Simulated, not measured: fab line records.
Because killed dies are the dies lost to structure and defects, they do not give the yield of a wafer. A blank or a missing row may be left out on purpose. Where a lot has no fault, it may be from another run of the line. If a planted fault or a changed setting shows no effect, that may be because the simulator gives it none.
Matching of chambers || flow nand-harc || NHARC_P_M0_STRIP_18 on rie-diel-11 has 4 sister chambers
The step strips in N2/H2. 14 wafers are shown with their chamber, then 7 later ones without.

WAFERS, EACH WITH ITS CHAMBER
{"wafer": "L078.1", "chamber": 3, "showerhead-plenum-p-Torr (Torr)": 2.04, "oes-product-au (a.u.)": 0.994, "rf-vpp-V (V)": 90.0}
{"wafer": "L078.4", "chamber": 0, "showerhead-plenum-p-Torr (Torr)": 2.14, "oes-product-au (a.u.)": 1.008, "rf-vpp-V (V)": 90.8}
{"wafer": "L078.6", "chamber": 3, "showerhead-plenum-p-Torr (Torr)": 2.04, "oes-product-au (a.u.)": 1.002, "rf-vpp-V (V)": 91.2}
{"wafer": "L079.1", "chamber": 2, "showerhead-plenum-p-Torr (Torr)": 2.12, "oes-product-au (a.u.)": 1.012, "rf-vpp-V (V)": 92.3}
{"wafer": "L079.3", "chamber": 0, "showerhead-plenum-p-Torr (Torr)": 2.13, "oes-product-au (a.u.)": 1.007, "rf-vpp-V (V)": 91.3}
{"wafer": "L079.5", "chamber": 0, "showerhead-plenum-p-Torr (Torr)": 2.13, "oes-product-au (a.u.)": 1.009, "rf-vpp-V (V)": 92.3}
{"wafer": "L081.1", "chamber": 2, "showerhead-plenum-p-Torr (Torr)": 2.12, "oes-product-au (a.u.)": 1.014, "rf-vpp-V (V)": 90.2}
{"wafer": "L081.3", "chamber": 1, "showerhead-plenum-p-Torr (Torr)": 2.15, "oes-product-au (a.u.)": 0.994, "rf-vpp-V (V)": 92.0}
{"wafer": "L081.6", "chamber": 3, "showerhead-plenum-p-Torr (Torr)": 2.04, "oes-product-au (a.u.)": 0.993, "rf-vpp-V (V)": 90.8}
{"wafer": "L082.2", "chamber": 3, "showerhead-plenum-p-Torr (Torr)": 2.04, "oes-product-au (a.u.)": 0.984, "rf-vpp-V (V)": 90.6}
{"wafer": "L082.4", "chamber": 2, "showerhead-plenum-p-Torr (Torr)": 2.12, "oes-product-au (a.u.)": 1.007, "rf-vpp-V (V)": 91.2}
{"wafer": "L082.6", "chamber": 3, "showerhead-plenum-p-Torr (Torr)": 2.04, "oes-product-au (a.u.)": 0.998, "rf-vpp-V (V)": 90.2}
{"wafer": "L083.2", "chamber": 1, "showerhead-plenum-p-Torr (Torr)": 2.15, "oes-product-au (a.u.)": 0.994, "rf-vpp-V (V)": 91.7}
{"wafer": "L083.4", "chamber": 2, "showerhead-plenum-p-Torr (Torr)": 2.12, "oes-product-au (a.u.)": 0.998, "rf-vpp-V (V)": 92.4}

SIGNATURES, as means of the wafers listed above
{"reading": "showerhead-plenum-p-Torr", "chamber 0": 2.1333, "chamber 1": 2.1500, "chamber 2": 2.1200, "chamber 3": 2.0400, "scatter within a chamber": 0.00258}
{"reading": "oes-product-au", "chamber 0": 1.00800, "chamber 1": 0.99400, "chamber 2": 1.00775, "chamber 3": 0.99420, "scatter within a chamber": 0.00579}
{"reading": "rf-vpp-V", "chamber 0": 91.467, "chamber 1": 91.850, "chamber 2": 91.525, "chamber 3": 90.560, "scatter within a chamber": 0.732}
Rule: distance of a wafer from a chamber = root of the sum over the readings of ((wafer's reading minus chamber's mean) / reading's scatter) squared. The wafer belongs to the nearest chamber; if the next one is less than 2 further off, it can't be placed. The scatter is the square root of a quotient: the sum, over the shown wafers, of each reading's squared deviation from its chamber's mean, divided by wafers minus chambers.

WAFERS WITHOUT THEIR CHAMBER
{"wafer": "L083.5", "showerhead-plenum-p-Torr (Torr)": 2.15, "oes-product-au (a.u.)": 0.992, "rf-vpp-V (V)": 91.6}
{"wafer": "L091.1", "showerhead-plenum-p-Torr (Torr)": 2.11, "oes-product-au (a.u.)": 1.004, "rf-vpp-V (V)": 89.7}
{"wafer": "L091.3", "showerhead-plenum-p-Torr (Torr)": 2.14, "oes-product-au (a.u.)": 1.008, "rf-vpp-V (V)": 91.2}
{"wafer": "L091.5", "showerhead-plenum-p-Torr (Torr)": 2.12, "oes-product-au (a.u.)": 1.010, "rf-vpp-V (V)": 90.8}
{"wafer": "L094.3", "showerhead-plenum-p-Torr (Torr)": 2.14, "oes-product-au (a.u.)": 0.997, "rf-vpp-V (V)": 90.8}
{"wafer": "L094.4", "showerhead-plenum-p-Torr (Torr)": 2.11, "oes-product-au (a.u.)": 0.997, "rf-vpp-V (V)": 90.5}
{"wafer": "L094.6", "showerhead-plenum-p-Torr (Torr)": 2.11, "oes-product-au (a.u.)": 1.002, "rf-vpp-V (V)": 91.5}

THE CHAMBER EACH PASSED THROUGH
{"wafer": "L083.5", "from the rows above": 1, "in truth": 1}
{"wafer": "L091.1", "from the rows above": 2, "in truth": 2}
{"wafer": "L091.3", "from the rows above": 0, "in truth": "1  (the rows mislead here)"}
{"wafer": "L091.5", "from the rows above": 2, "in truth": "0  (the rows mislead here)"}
{"wafer": "L094.3", "from the rows above": "can't be placed: 0 or 1", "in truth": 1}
{"wafer": "L094.4", "from the rows above": 2, "in truth": 2}
{"wafer": "L094.6", "from the rows above": 2, "in truth": 2}
Placed correctly: 4 of 7. Not placeable from these rows: 1 (in 1, the candidates include the true chamber). Placed wrongly: 2.
